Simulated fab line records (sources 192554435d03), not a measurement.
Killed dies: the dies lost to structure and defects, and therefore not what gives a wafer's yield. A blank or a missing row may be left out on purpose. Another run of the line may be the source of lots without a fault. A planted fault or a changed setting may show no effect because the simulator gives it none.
fab line records + flow n5Finfet
record:
- lots: 8
- wafers: 21
- lastDay: 18
route steps=1938 shown BEOL_M4@1060 PASSIVATION@1936
lots that met no fault: from a run of the same line without faults
startH: hours from the record's opening day to when the first of the lot's shown wafers began + waitH: hours since the lot's step before + " repeats the value in the row above + L1.1+2: a row that stands for several wafers + - no value, or no start given + * or withheld: withheld + < > ~ a bound
route shown NAME@n: a module of which the file shows steps, and the number in the route of the first + usual: mean/standard deviation of fault-free wafers + same: alike in all rows + chamber/n: place in a boat + sites: the reading at each site + _std_site: standard deviation of those values + _edge_site: inner sites' mean taken away from outer sites' mean + radiusMm: for every site, how far away it sits from the centre of the wafer + mask NAME#n: copy n + behind: the most recent tool/chamber to have shaped the wafer + hold: what put the lot on hold/how long, in hours/how the hold closed + device: whichever transistor did not switch (one of n, p or np) + end of line: the tests these same wafers got at the end of their route + a step without rows: its recipe alone + killed: dies that structure and defects cost at the first sort, which is not the same as the wafer's yield + map: per-die view of a wafer (x killed, . not killed, _ where there is no die)
set.NAME: the setting that was run; set.NAME@STEP: the one run at that earlier step + model.NAME: the simulator's own value behind a step, which no gauge read
the route's steps for a sample of lots (tables are steps, rows are wafers)
services: from which hour (startH, from the record's first day; less than 0 if before it) a tool's chamber was out of use, for how many hours, and why
== steps ==
step: N5_BEOL_M4_ETCH_77
recipe:
- chemistry: N2/H2
- target: underlayer
- targetDepthA: 65
- maskMaterial: CAR-EUV
- timeS: 5.2
- ionEnergyEv: 200
- pressureMtorr: 30
- sourceW: 840
- biasW: 150
- n2FlowSccm: 200
- h2FlowSccm: 200
- ends: cleared
usual:
- drypumpMotorCurrentA: 5.6/0.48
- etchRfOnTimeS: 5.19/0.15
- oesProductAu: 0.67/0.057
- rfVppV: 525.1/2.8
- showerheadPlenumPTorr: 2.59/0.085
- throttleValvePct: 17.99/0.099
| lot.wafer | tool       | chamber | startH | waitH | drypumpMotorCurrentA | etchRfOnTimeS | oesProductAu | rfHoursCounterH | rfVppV | showerheadPlenumPTorr | throttleValvePct |
|-----------|------------|---------|--------|-------|----------------------|---------------|--------------|-----------------|--------|-----------------------|------------------|
| L751.2    | rieDiel-03 | 1       | 183.61 | 0.0   | 5.2                  | 5.27          | 0.68         | 115             | 524.7  | 2.57                  | 17.98            |
| L751.4    | "          | 3       | "      | "     | 6.3                  | 5.12          | 0.59         | 238             | 521.5  | 2.41                  | 18.21            |
| L751.6    | "          | 0       | "      | "     | 5.7                  | 5.08          | 0.64         | -               | 527.5  | 2.66                  | 17.97            |
| L756.1    | rieDiel-05 | 2       | 204.64 | 0.0   | 5.6                  | 4.85          | 0.75         | 58              | 527.6  | 2.71                  | 17.95            |
| L756.3    | "          | 0       | "      | "     | 6.2                  | 5.29          | 0.70         | 84              | 520.4  | 2.46                  | 17.97            |
| L756.6    | "          | 2       | "      | "     | 5.6                  | 4.86          | 0.76         | -               | 527.9  | 2.71                  | 17.94            |
| L763.1    | rieDiel-03 | 1       | 273.55 | 0.0   | 5.3                  | 5.32          | 0.65         | 151             | 525.1  | 2.56                  | 18.03            |
| L763.3    | "          | 3       | "      | "     | 6.3                  | 5.02          | 0.81         | 15              | 529.2  | 2.72                  | 17.85            |
| L768.3    | rieDiel-03 | 3       | 278.97 | 0.0   | 6.3                  | 5.06          | 0.80         | 18              | 529.2  | 2.72                  | 17.86            |
| L768.4    | "          | 0       | "      | "     | 5.7                  | 5.12          | 0.63         | 183             | 525.3  | 2.65                  | 18.04            |
| L769.1    | rieDiel-03 | 0       | 296.88 | 0.0   | 5.7                  | 5.08          | 0.61         | 189             | 524.6  | 2.64                  | 18.07            |
| L769.4    | "          | 3       | "      | "     | 6.3                  | 5.08          | 0.80         | 23              | 528.3  | 2.72                  | 17.83            |
| L770.1    | rieDiel-01 | 1       | 308.35 | 0.0   | 5.2                  | 5.21          | 0.68         | 89              | 523.8  | 2.57                  | 17.84            |
| L770.2    | "          | 3       | "      | "     | 5.3                  | 5.18          | 0.60         | 230             | 527.3  | 2.61                  | 17.92            |
| L770.5    | "          | 0       | "      | "     | 6.4                  | 5.36          | 0.64         | -               | 523.8  | 2.57                  | 17.90            |
| L772.2    | rieDiel-03 | 3       | 312.63 | 0.0   | 6.4                  | 4.98          | 0.78         | 29              | 527.8  | 2.72                  | 17.85            |
| L772.3    | "          | 0       | "      | "     | 5.7                  | 5.15          | 0.61         | 194             | 528.5  | 2.64                  | 18.08            |
| L772.4    | "          | 2       | "      | "     | 5.3                  | 5.29          | 0.61         | 168             | 521.0  | 2.52                  | 18.15            |
| L773.2    | rieDiel-05 | 3       | 314.80 | 0.0   | 4.6                  | 5.40          | 0.66         | 114             | 525.8  | 2.66                  | 17.96            |
| L773.4    | "          | 0       | "      | "     | 6.2                  | 5.40          | 0.65         | 119             | 521.1  | 2.44                  | 18.01            |
| L773.5    | "          | 1       | "      | "     | 5.6                  | 5.06          | 0.69         | -               | 520.9  | 2.46                  | 18.08            |
step: N5_BEOL_M4_ETCH_70
recipe:
- chemistry: N2/H2
- target: SOC
- targetDepthA: 800
- overetchA: 240
- maskMaterial: SiARC
- tempC: 40
- timeS: 130
- ionEnergyEv: 200
- pressureMtorr: 30
- sourceW: 840
- biasW: 150
- n2FlowSccm: 200
- h2FlowSccm: 200
usual:
- drypumpMotorCurrentA: 5.6/0.48
- oesProductAu: 0.58/0.04
- rfVppV: 524.7/2.6
- runLengthS: 153.2/0.48
- showerheadPlenumPTorr: 2.58/0.09
- throttleValvePct: 17.95/0.094
same:
- timeS: 130
| lot.wafer | tool       | chamber | startH | waitH | drypumpMotorCurrentA | oesProductAu | rfHoursCounterH | rfVppV | runLengthS | showerheadPlenumPTorr | throttleValvePct |
|-----------|------------|---------|--------|-------|----------------------|--------------|-----------------|--------|------------|-----------------------|------------------|
| L751.2    | rieDiel-03 | 2       | 189.24 | 0.0   | 5.3                  | 0.56         | 124             | 524.2  | 153.2      | 2.54                  | 18.01            |
| L751.4    | "          | 3       | "      | "     | 6.3                  | 0.51         | 240             | 520.1  | 153.3      | 2.41                  | 18.15            |
| L751.6    | "          | 0       | "      | "     | 5.7                  | 0.55         | -               | 526.3  | 153.9      | 2.66                  | 17.92            |
| L756.1    | rieDiel-03 | 1       | 206.83 | 0.0   | 5.2                  | 0.59         | 124             | 523.7  | 152.8      | 2.57                  | 17.93            |
| L756.3    | "          | 0       | "      | "     | 5.7                  | 0.55         | 153             | 526.6  | 153.6      | 2.66                  | 17.94            |
| L756.6    | "          | 0       | "      | "     | 5.7                  | 0.56         | -               | 527.8  | 153.4      | 2.66                  | 17.93            |
| L763.1    | rieDiel-03 | 1       | 277.35 | 0.0   | 5.2                  | 0.56         | 152             | 524.5  | 153.1      | 2.56                  | 17.99            |
| L763.3    | "          | 3       | "      | "     | 6.4                  | 0.69         | 17              | 527.0  | 153.2      | 2.72                  | 17.78            |
| L768.3    | rieDiel-03 | 2       | 281.57 | 0.0   | 5.3                  | 0.54         | 158             | 524.5  | 153.2      | 2.53                  | 18.10            |
| L768.4    | "          | 1       | "      | "     | 5.2                  | 0.57         | 153             | 523.5  | 153.4      | 2.55                  | 17.98            |
| L769.1    | rieDiel-03 | 0       | 301.55 | 0.0   | 5.7                  | 0.53         | 190             | 526.3  | 153.9      | 2.64                  | 18.00            |
| L769.4    | "          | 2       | "      | "     | 5.3                  | 0.53         | 164             | 523.1  | 153.3      | 2.53                  | 18.09            |
| L770.1    | rieDiel-05 | 2       | 309.50 | 0.0   | 5.6                  | 0.59         | 98              | 527.7  | 153.0      | 2.69                  | 17.96            |
| L770.2    | "          | 1       | "      | "     | 5.7                  | 0.58         | 114             | 520.3  | 152.9      | 2.47                  | 18.02            |
| L770.5    | "          | 0       | "      | "     | 6.2                  | 0.58         | -               | 523.0  | 152.5      | 2.44                  | 17.98            |
| L772.2    | rieDiel-05 | 1       | 316.50 | 0.0   | 5.7                  | 0.59         | 117             | 523.1  | 153.0      | 2.46                  | 18.04            |
| L772.3    | "          | 3       | "      | "     | 4.7                  | 0.58         | 114             | 526.9  | 153.3      | 2.66                  | 17.91            |
| L772.4    | "          | 0       | "      | "     | 6.2                  | 0.58         | 120             | 521.0  | 152.8      | 2.44                  | 17.99            |
| L773.2    | rieDiel-05 | 2       | 321.34 | 0.0   | 5.6                  | 0.59         | 102             | 527.0  | 152.4      | 2.69                  | 17.95            |
| L773.4    | "          | 3       | "      | "     | 4.6                  | 0.58         | 116             | 526.6  | 153.5      | 2.66                  | 17.92            |
| L773.5    | "          | 2       | "      | "     | 5.6                  | 0.58         | -               | 526.4  | 152.3      | 2.69                  | 17.98            |
step: N5_BEOL_M4_TRENCH_ETCH_37
recipe:
- chemistry: C4F6/O2
- targetDepthA: 555.55
- target: SiOC
- timeS: 29.2
- ionEnergyEv: 250
- pressureMtorr: 30
- sourceW: 355
- biasW: 185
- Ar_flow_sccm: 300
- C4F6_flow_sccm: 10
- O2_flow_sccm: 10
usual:
- drypumpMotorCurrentA: 5.6/0.49
- mfcArSccm: 299.9/0.86
- oesProductAu: 0.78/0.061
- rfVppV: 665/15
- runLengthS: 52.4/0.46
- showerheadPlenumPTorr: 2.89/0.095
- throttleValvePct: 20.99/0.18
| lot.wafer | tool       | chamber | startH | waitH | drypumpMotorCurrentA | mfcArSccm | oesProductAu | rfHoursCounterH | rfVppV | runLengthS | showerheadPlenumPTorr | throttleValvePct |
|-----------|------------|---------|--------|-------|----------------------|-----------|--------------|-----------------|--------|------------|-----------------------|------------------|
| L751.2    | rieDiel-03 | 2       | 189.45 | -     | 5.3                  | 299.5     | 0.75         | 124             | 686    | 52.4       | 2.88                  | 21.33            |
| L751.4    | "          | 3       | "      | "     | 6.3                  | 301.2     | 0.68         | 240             | 639    | 52.6       | 2.73                  | 21.29            |
| L751.6    | "          | 0       | "      | "     | 5.7                  | 301.3     | 0.76         | -               | 666    | 52.8       | 2.95                  | 20.82            |
| L756.1    | rieDiel-03 | 1       | 207.03 | -     | 5.2                  | 300.2     | 0.78         | 124             | 667    | 52.5       | 2.86                  | 20.86            |
| L756.3    | "          | 0       | "      | "     | 5.7                  | 299.1     | 0.74         | 153             | 666    | 52.7       | 2.94                  | 20.84            |
| L756.6    | "          | 0       | "      | "     | 5.7                  | 299.2     | 0.74         | -               | 665    | 53.1       | 2.94                  | 20.80            |
| L763.1    | rieDiel-03 | 1       | 277.55 | -     | 5.2                  | 300.1     | 0.76         | 152             | 666    | 52.1       | 2.85                  | 20.91            |
| L763.3    | "          | 3       | "      | "     | 6.3                  | 301.5     | 0.95         | 17              | 650    | 56.4       | 3.06                  | 21.02            |
| L768.3    | rieDiel-03 | 2       | 281.78 | -     | 5.3                  | 300.2     | 0.73         | 158             | 685    | 56.9       | 2.86                  | 21.36            |
| L768.4    | "          | 1       | "      | "     | 5.2                  | 299.1     | 0.76         | 153             | 668    | 56.2       | 2.85                  | 20.92            |
| L769.1    | rieDiel-03 | 0       | 301.76 | -     | 5.7                  | 299.1     | 0.71         | 190             | 667    | 52.7       | 2.93                  | 20.87            |
| L769.4    | "          | 2       | "      | "     | 5.3                  | 300.6     | 0.73         | 165             | 684    | 56.8       | 2.86                  | 21.38            |
| L770.1    | rieDiel-05 | 2       | 309.71 | -     | 5.6                  | 300.4     | 0.81         | 98              | 678    | 51.6       | 3.00                  | 21.01            |
| L770.2    | "          | 1       | "      | "     | 5.6                  | 300.1     | 0.81         | 114             | 639    | 52.3       | 2.74                  | 20.83            |
| L770.5    | "          | 0       | "      | "     | 6.2                  | 300.6     | 0.77         | -               | 645    | 51.7       | 2.75                  | 21.12            |
| L772.2    | rieDiel-05 | 1       | 316.71 | -     | 5.6                  | 298.5     | 0.80         | 117             | 638    | 52.5       | 2.74                  | 20.84            |
| L772.3    | "          | 3       | "      | "     | 4.6                  | 300.0     | 0.77         | 114             | 667    | 52.8       | 2.99                  | 21.04            |
| L772.4    | "          | 0       | "      | "     | 6.2                  | 300.1     | 0.78         | 120             | 646    | 52.0       | 2.75                  | 21.15            |
| L773.2    | rieDiel-05 | 2       | 321.55 | -     | 5.6                  | 299.6     | 0.80         | 102             | 678    | 51.6       | 3.00                  | 21.02            |
| L773.4    | "          | 3       | "      | "     | 4.6                  | 301.1     | 0.77         | 116             | 670    | 52.5       | 2.99                  | 21.05            |
| L773.5    | "          | 2       | "      | "     | 5.6                  | 299.5     | 0.81         | -               | 677    | 51.7       | 3.00                  | 21.02            |
step: N5_BEOL_M4_OCD_MEAS_38
usual:
- trenchDepthNm: 55.5/1.3
| lot.wafer | tool   | chamber | startH | waitH | trenchDepthNm |
|-----------|--------|---------|--------|-------|---------------|
| L751.2    | ocd-02 | -       | 189.60 | -     | 54.1          |
| L751.4    | "      | -       | "      | "     | 54.8          |
| L751.6    | "      | -       | "      | "     | 55.7          |
| L756.1    | ocd-01 | -       | 207.19 | -     | 54.3          |
| L756.3    | "      | -       | "      | "     | 55.4          |
| L756.6    | "      | -       | "      | "     | 55.2          |
| L763.1    | ocd-01 | -       | 277.71 | -     | 55.1          |
| L763.3    | "      | -       | "      | "     | 65.5          |
| L768.3    | ocd-02 | -       | 281.93 | -     | 62.7          |
| L768.4    | "      | -       | "      | "     | 63.6          |
| L769.1    | ocd-01 | -       | 301.92 | -     | 55.1          |
| L769.4    | "      | -       | "      | "     | 62.4          |
| L770.1    | ocd-01 | -       | 309.86 | -     | 58.3          |
| L770.2    | "      | -       | "      | "     | 56.1          |
| L770.5    | "      | -       | "      | "     | 54.0          |
| L772.2    | ocd-02 | -       | 316.86 | -     | 56.1          |
| L772.3    | "      | -       | "      | "     | 53.4          |
| L772.4    | "      | -       | "      | "     | 54.0          |
| L773.2    | ocd-01 | -       | 321.70 | -     | 57.4          |
| L773.4    | "      | -       | "      | "     | 54.3          |
| L773.5    | "      | -       | "      | "     | 58.0          |
step: N5_BEOL_M4_CD_MEAS_35
recipe:
- targetCdNm: 18
- targetCdYNm: 22.4
- polarity: opening
usual:
- cdNm: 18.1/0.31
| lot.wafer | tool     | chamber | startH | waitH | cdNm |
|-----------|----------|---------|--------|-------|------|
| L751.2    | cdSem-02 | -       | 189.76 | 0.0   | 18.1 |
| L751.4    | "        | -       | "      | "     | 18.1 |
| L751.6    | "        | -       | "      | "     | 17.7 |
| L756.1    | cdSem-03 | -       | 207.35 | 0.0   | 17.8 |
| L756.3    | "        | -       | "      | "     | 18.3 |
| L756.6    | "        | -       | "      | "     | 18.3 |
| L763.1    | cdSem-02 | -       | 277.86 | 0.0   | 18.1 |
| L763.3    | "        | -       | "      | "     | 18.6 |
| L768.3    | cdSem-03 | -       | 282.09 | 0.0   | 17.9 |
| L768.4    | "        | -       | "      | "     | 17.9 |
| L769.1    | cdSem-02 | -       | 302.07 | 0.0   | 18.7 |
| L769.4    | "        | -       | "      | "     | 18.5 |
| L770.1    | cdSem-01 | -       | 310.01 | 0.0   | 18.2 |
| L770.2    | "        | -       | "      | "     | 19.0 |
| L770.5    | "        | -       | "      | "     | 18.1 |
| L772.2    | cdSem-03 | -       | 317.02 | 0.0   | 18.1 |
| L772.3    | "        | -       | "      | "     | 18.5 |
| L772.4    | "        | -       | "      | "     | 17.7 |
| L773.2    | cdSem-02 | -       | 321.85 | 0.0   | 17.8 |
| L773.4    | "        | -       | "      | "     | 18.4 |
| L773.5    | "        | -       | "      | "     | 18.6 |
step: N5_BEOL_M4_THK_MEAS_53
recipe:
- thkMeasGauge: xrf
- reads: Cu_of_BEOL_M4_ECD_50
usual:
- M4_THK: 39.7/1.8
| lot.wafer | tool         | chamber | startH | waitH | M4_THK[nm] |
|-----------|--------------|---------|--------|-------|------------|
| L751.2    | filmMetro-01 | -       | 193.21 | -     | 37.6       |
| L751.4    | "            | -       | "      | "     | 40.1       |
| L751.6    | "            | -       | "      | "     | 39.0       |
| L756.1    | filmMetro-02 | -       | 210.96 | -     | 38.2       |
| L756.3    | "            | -       | "      | "     | 38.8       |
| L756.6    | "            | -       | "      | "     | 40.3       |
| L763.1    | filmMetro-02 | -       | 283.28 | -     | 38.1       |
| L763.3    | "            | -       | "      | "     | 47.5       |
| L768.3    | filmMetro-01 | -       | 286.07 | -     | 46.8       |
| L768.4    | "            | -       | "      | "     | 46.7       |
| L769.1    | filmMetro-01 | -       | 306.75 | -     | 38.7       |
| L769.4    | "            | -       | "      | "     | 43.7       |
| L770.1    | filmMetro-02 | -       | 313.51 | -     | 42.1       |
| L770.2    | "            | -       | "      | "     | 42.2       |
| L770.5    | "            | -       | "      | "     | 38.8       |
| L772.2    | filmMetro-02 | -       | 322.39 | -     | 40.9       |
| L772.3    | "            | -       | "      | "     | 39.4       |
| L772.4    | "            | -       | "      | "     | 39.0       |
| L773.2    | filmMetro-01 | -       | 325.31 | -     | 42.5       |
| L773.4    | "            | -       | "      | "     | 38.4       |
| L773.5    | "            | -       | "      | "     | 41.8       |
step: N5_BEOL_M4_RS_MEAS_58
recipe:
- thkMeasGauge: four-point-probe
- reads: Co_of_BEOL_M4_CO_CAP_55+Cu_of_BEOL_M4_ECD_50+Co_of_BEOL_M4_CVD_47+TaN_of_BEOL_M4_ALD_84
usual:
- M4_RS: 0.68/0.038
| lot.wafer | tool         | chamber | startH | waitH | M4_RS[ohm/sq] |
|-----------|--------------|---------|--------|-------|---------------|
| L751.2    | filmMetro-02 | -       | 193.48 | 0.1   | 0.73          |
| L751.4    | "            | -       | "      | "     | 0.66          |
| L751.6    | "            | -       | "      | "     | 0.69          |
| L756.1    | filmMetro-02 | -       | 211.22 | 0.0   | 0.71          |
| L756.3    | "            | -       | "      | "     | 0.70          |
| L756.6    | "            | -       | "      | "     | 0.66          |
| L763.1    | filmMetro-01 | -       | 283.57 | 0.1   | 0.71          |
| L763.3    | "            | -       | "      | "     | 0.53          |
| L768.3    | filmMetro-02 | -       | 286.33 | 0.1   | 0.55          |
| L768.4    | "            | -       | "      | "     | 0.55          |
| L769.1    | filmMetro-02 | -       | 307.04 | 0.1   | 0.68          |
| L769.4    | "            | -       | "      | "     | 0.58          |
| L770.1    | filmMetro-01 | -       | 313.77 | 0.0   | 0.63          |
| L770.2    | "            | -       | "      | "     | 0.63          |
| L770.5    | "            | -       | "      | "     | 0.70          |
| L772.2    | filmMetro-01 | -       | 322.65 | 0.1   | 0.66          |
| L772.3    | "            | -       | "      | "     | 0.69          |
| L772.4    | "            | -       | "      | "     | 0.71          |
| L773.2    | filmMetro-02 | -       | 325.57 | 0.1   | 0.62          |
| L773.4    | "            | -       | "      | "     | 0.70          |
| L773.5    | "            | -       | "      | "     | 0.63          |
step: N5_BEOL_M4_RC_MEAS_101
usual:
- DIBL_N: 37.1/1.8
- DIBL_P: 37.2/2.1
- IOFF_N: 0.17/0.033
- IOFF_P: 0.22/0.037
- ION_N: 680/11
- ION_P: 464/7.7
- SS_N: 71.7/0.63
- SS_P: 73.6/0.67
- VT_N: 248.9/2.9
- VT_P: -251/3.6
| lot.wafer | tool      | chamber | startH | waitH | DIBL_N[mV/V] | DIBL_P[mV/V] | IOFF_N[nA/um] | IOFF_P[nA/um] | ION_N[uA/um] | ION_P[uA/um] | SS_N[mV/dec] | SS_P[mV/dec] | VT_N[mV] | VT_P[mV] |
|-----------|-----------|---------|--------|-------|--------------|--------------|---------------|---------------|--------------|--------------|--------------|--------------|----------|----------|
| L751.2    | prober-02 | 0       | 193.68 | 0.2   | 37.2         | 37.9         | 0.19          | 0.27          | 674          | 466          | 71.7         | 73.9         | 244.5    | -245     |
| L751.4    | "         | 0       | "      | "     | 34.4         | 34.7         | 0.15          | 0.20          | 675          | 464          | 72.2         | 72.8         | 250.0    | -248     |
| L751.6    | "         | 0       | "      | "     | 36.1         | 36.9         | 0.16          | 0.24          | 679          | 473          | 72.1         | 74.3         | 250.0    | -245     |
| L756.1    | prober-02 | 0       | 211.27 | 0.0   | 36.6         | 35.3         | 0.14          | 0.16          | 663          | 449          | 72.0         | 72.9         | 253.8    | -254     |
| L756.3    | "         | 0       | "      | "     | 37.9         | 38.5         | 0.18          | 0.22          | 684          | 464          | 72.4         | 74.1         | 248.7    | -253     |
| L756.6    | "         | 0       | "      | "     | 38.8         | 38.1         | 0.19          | 0.21          | 681          | 463          | 71.7         | 74.2         | 249.6    | -253     |
| L763.1    | prober-02 | 0       | 283.62 | 0.0   | 38.4         | 37.8         | 0.18          | 0.22          | 676          | 461          | 70.8         | 73.7         | 247.8    | -251     |
| L763.3    | "         | 0       | "      | "     | 40.1         | 40.3         | 0.21          | 0.27          | 688          | 474          | 71.5         | 74.3         | 247.0    | -247     |
| L768.3    | prober-01 | 0       | 286.94 | 0.6   | 33.3         | 35.1         | 0.13          | 0.18          | 675          | 461          | 70.6         | 73.1         | 252.0    | -251     |
| L768.4    | "         | 0       | "      | "     | 34.7         | 36.7         | 0.14          | 0.21          | 682          | 465          | 70.8         | 72.9         | 249.0    | -250     |
| L769.1    | prober-02 | 0       | 307.10 | 0.0   | 37.3         | 37.1         | 0.17          | 0.22          | 703          | 478          | 72.3         | 73.7         | 246.6    | -249     |
| L769.4    | "         | 0       | "      | "     | 41.6         | 41.5         | 0.29          | 0.31          | 701          | 477          | 72.4         | 75.2         | 241.5    | -244     |
| L770.1    | prober-02 | 0       | 313.82 | 0.0   | 35.7         | 35.8         | 0.15          | 0.21          | 669          | 465          | 71.6         | 73.1         | 250.2    | -251     |
| L770.2    | "         | 0       | "      | "     | 35.8         | 34.0         | 0.15          | 0.19          | 673          | 461          | 72.0         | 72.5         | 251.8    | -252     |
| L770.5    | "         | 0       | "      | "     | 37.6         | 37.0         | 0.17          | 0.22          | 674          | 468          | 72.0         | 73.2         | 251.1    | -249     |
| L772.2    | prober-02 | 0       | 322.86 | 0.2   | 39.5         | 39.0         | 0.18          | 0.24          | 664          | 463          | 71.9         | 73.9         | 249.3    | -248     |
| L772.3    | "         | 0       | "      | "     | 40.7         | 38.9         | 0.21          | 0.24          | 678          | 461          | 73.2         | 74.5         | 247.9    | -247     |
| L772.4    | "         | 0       | "      | "     | 37.4         | 35.8         | 0.16          | 0.20          | 680          | 461          | 71.3         | 73.8         | 250.8    | -250     |
| L773.2    | prober-02 | 0       | 325.78 | 0.2   | 40.8         | 40.8         | 0.27          | 0.34          | 703          | 477          | 73.1         | 74.0         | 242.1    | -241     |
| L773.4    | "         | 0       | "      | "     | 35.2         | 34.0         | 0.13          | 0.20          | 677          | 463          | 72.0         | 72.0         | 251.3    | -248     |
| L773.5    | "         | 0       | "      | "     | 37.1         | 36.9         | 0.18          | 0.25          | 679          | 467          | 71.7         | 73.6         | 248.0    | -244     |
step: N5_PASSIVATION_PROBE_49
usual:
- defectLimitedYield: 91.7/1.5
- killed_at_M0_to_M3: 32/10
- killed_at_M4_up: 14/5.3
- killedAtContacts: 13/5.7
- killedAtFrontEnd: 37/10
- killedAtOther: 3.3/2.5
- killedDies: 98/18
- killedOpen: 65/13
- killedShort: 31/7.5
- sort_bin_4_leakage: 0.00/0.0099
- sort_bin_5_function: 4.9/0.91
- sort_bin_6_memory: 3.1/0.71
- sortNPass: 1082/18
- sortYieldPct: 91.7/1.5
same:
- grossDies: 1180
- killedAtBackSide: 0
- sort_bin_8_speed[%]: 0
| lot.wafer | tool      | chamber | startH | waitH | defectLimitedYield[%] | killed_at_M0_to_M3 | killed_at_M4_up | killedAtContacts | killedAtFrontEnd | killedAtOther | killedDies | killedOpen | killedShort | sort_bin_4_leakage[%] | sort_bin_5_function[%] | sort_bin_6_memory[%] | sortNPass | sortYieldPct[%] |
|-----------|-----------|---------|--------|-------|-----------------------|--------------------|-----------------|------------------|------------------|---------------|------------|------------|-------------|-----------------------|------------------------|----------------------|-----------|-----------------|
| L751.2    | prober-02 | -       | 301.95 | 0.1   | 94.3                  | 15                 | 19              | 6                | 25               | 2             | 67         | 44         | 22          | 0                     | 3.2                    | 2.4                  | 1113      | 94.3            |
| L751.4    | prober-02 | -       | 302.05 | 0.2   | 92.2                  | 17                 | 14              | 4                | 46               | 11            | 92         | 68         | 23          | 0                     | 4.7                    | 3.0                  | 1088      | 92.2            |
| L751.6    | prober-02 | -       | 302.15 | 0.3   | 92.5                  | 21                 | 14              | 12               | 38               | 4             | 89         | 59         | 30          | 0                     | 4.5                    | 2.9                  | 1091      | 92.5            |
| L763.1    | prober-02 | -       | 377.27 | 0.0   | 91.4                  | 36                 | 12              | 12               | 36               | 6             | 102        | 70         | 32          | 0                     | 5.0                    | 3.6                  | 1078      | 91.4            |
killed by level:class
L751.2 BEOL_M5:geometricParticle:open=9 STI_FIN_REVEAL:geometricParticle:open=8 GATE_CUT:geometricParticle:short=6 BEOL_M0_SAQP:geometricParticle:short=6 GATE_CUT:geometricParticle:open=5 MOL_CONTACT_COAG:geometricParticle:open=4 BEOL_M3:geometricParticle:open=4 DUMMY_GATE:geometricParticle:open=3
L751.4 STI_FIN_REVEAL:geometricParticle:open=20 DUMMY_GATE:geometricParticle:open=5 BEOL_M4:geometricParticle:open=5 MIM_TOP:geometricParticle:open=4 MOL_CONTACT_COAG:geometricParticle:open=4 BEOL_M0_SAQP:geometricParticle:short=4 BEOL_M3:geometricParticle:open=4 MIM_TOP:geometricParticle:short=4
L751.6 MOL_CONTACT_COAG:geometricParticle:open=12 GATE_CUT:geometricParticle:short=9 BEOL_M0_SAQP:geometricParticle:short=8 STI_FIN_REVEAL:geometricParticle:open=6 BEOL_M4:geometricParticle:open=6 STARTING-WAFER:geometricParticle:open=6 FIN_SAQP:geometricParticle:short=5 FIN_SAQP:geometricParticle:open=4
L763.1 FIN_SAQP:geometricParticle:short=11 MOL_CONTACT_COAG:geometricParticle:open=10 BEOL_M2:geometricParticle:open=8 FIN_SAQP:geometricParticle:open=7 BEOL_M3:geometricParticle:open=7 BEOL_M0_SAQP:geometricParticle:short=7 BEOL_M0_SAQP:geometricParticle:open=6 STI_FIN_REVEAL:geometricParticle:open=4
== services ==
| tool       | chamber | startH | hours | kind                         |
|------------|---------|--------|-------|------------------------------|
| rieDiel-05 | 1       | 160.48 | 5.4   | repair                       |
| rieDiel-01 | 0       | 168.70 | 6.0   | repair                       |
| rieDiel-03 | 3       | 216.77 | -     | clean                        |
| rieDiel-03 | 3       | 216.77 | -     | consumableReplace:focusRing  |
| rieDiel-03 | 3       | 216.77 | -     | consumableReplace:showerhead |
| rieDiel-03 | 3       | 216.77 | 18.6  | scheduledDown                |
| rieDiel-03 | 3       | 216.77 | 18.6  | ventCycle                    |
| rieDiel-01 | 0       | 228.17 | 6.0   | repair                       |
| rieDiel-01 | -       | 238.12 | 15.6  | pm                           |
| rieDiel-01 | 1       | 263.76 | 3.0   | repair                       |
| rieDiel-05 | 1       | 270.84 | 14.1  | repair                       |
== key ==
firstSign:
- step: N5_BEOL_M4_TRENCH_ETCH_37
- reading: runLengthS
- direction: up
- sigmas: 9
- usual: *
- struck: *
effect:
- step: N5_BEOL_M4_OCD_MEAS_38
- reading: trenchDepthNm
- direction: up
- sigmas: 6.1
- usual: 55.5
- struck: 63.5
effect:
- step: N5_BEOL_M4_THK_MEAS_53
- reading: M4_THK
- direction: up
- sigmas: 3.6
- usual: 39.7
- struck: 46.2
effect:
- step: N5_BEOL_M4_RS_MEAS_58
- reading: M4_RS
- direction: down
- sigmas: 3.3
- usual: 0.68
- struck: 0.55
metAt N5_BEOL_M4_TRENCH_ETCH_37
struckLots L763,L768,L769
struckWafers L763.3,L768.3,L768.4,L769.4
notActingAt N5_BEOL_M4_ETCH_77,N5_BEOL_M4_ETCH_70,N5_BEOL_M4_CD_MEAS_35
onsetBetween 207.03 277.55
fault:
- kind: processParameterDrift
- tool: rieDiel-03
- chamber: -
- onsetH: 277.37
- steps: N5_BEOL_M4_TRENCH_ETCH_37
- channel: timeS
- offset: *
- shape: step
- endH: 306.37
- scope: struckWafersOnly
- actsIn: *
- stated: *
